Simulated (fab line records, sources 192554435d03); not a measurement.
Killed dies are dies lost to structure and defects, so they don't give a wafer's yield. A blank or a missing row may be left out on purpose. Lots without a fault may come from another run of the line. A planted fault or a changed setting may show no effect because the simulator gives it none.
Chamber matching | flow n5_finfet | N5_BEOL_M5_CURE_79 on uv_cure-01: 3 sister chambers
The step cures SiCOH lowk, time 240 s. 3 wafers are shown with their chamber, then 9 later ones without.

WAFERS WITH THEIR CHAMBER
wafer  | chamber | wafer_temp_C_max
L076.5 | 2       | 387.2
L082.6 | 1       | 386.7
L084.4 | 0       | 386.6

WAFERS WITHOUT THEIR CHAMBER
wafer  | wafer_temp_C_max
L089.1 | 386.7
L089.5 | 387.4
L089.6 | 387.9
L090.3 | 387.0
L090.4 | 387.1
L090.6 | 387.3
L096.1 | 387.2
L096.4 | 386.7
L096.5 | 387.0

WHICH CHAMBER EACH WENT THROUGH
wafer  | from the rows above          | in truth
L089.1 | can't be placed: 1 or 0 or 2 | 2
L089.5 | can't be placed: 2 or 1      | 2
L089.6 | can't be placed: 2 or 1      | 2
L090.3 | can't be placed: 2 or 1 or 0 | 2
L090.4 | can't be placed: 2 or 1 or 0 | 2
L090.6 | can't be placed: 2 or 1      | 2
L096.1 | can't be placed: 2 or 1      | 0
L096.4 | can't be placed: 1 or 0 or 2 | 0
L096.5 | can't be placed: 2 or 1 or 0 | 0
Placed correctly: 0 of 9. Can't be placed from these rows: 9 (the true chamber is among the candidates in 8). Placed wrongly: 0.
How it was worked out, from the rows above alone: a wafer's distance from a chamber is the root of the sum, over the readings, of the square of ((its reading less the chamber's mean) divided by the reading's scatter). The wafer belongs to the nearest chamber; if the next one is less than 2 further off, it can't be placed. A chamber's mean is the mean of its shown wafers. The scatter: with one shown wafer a chamber, the root of the mean of the squares of how far each hidden wafer lies from its nearest shown one.
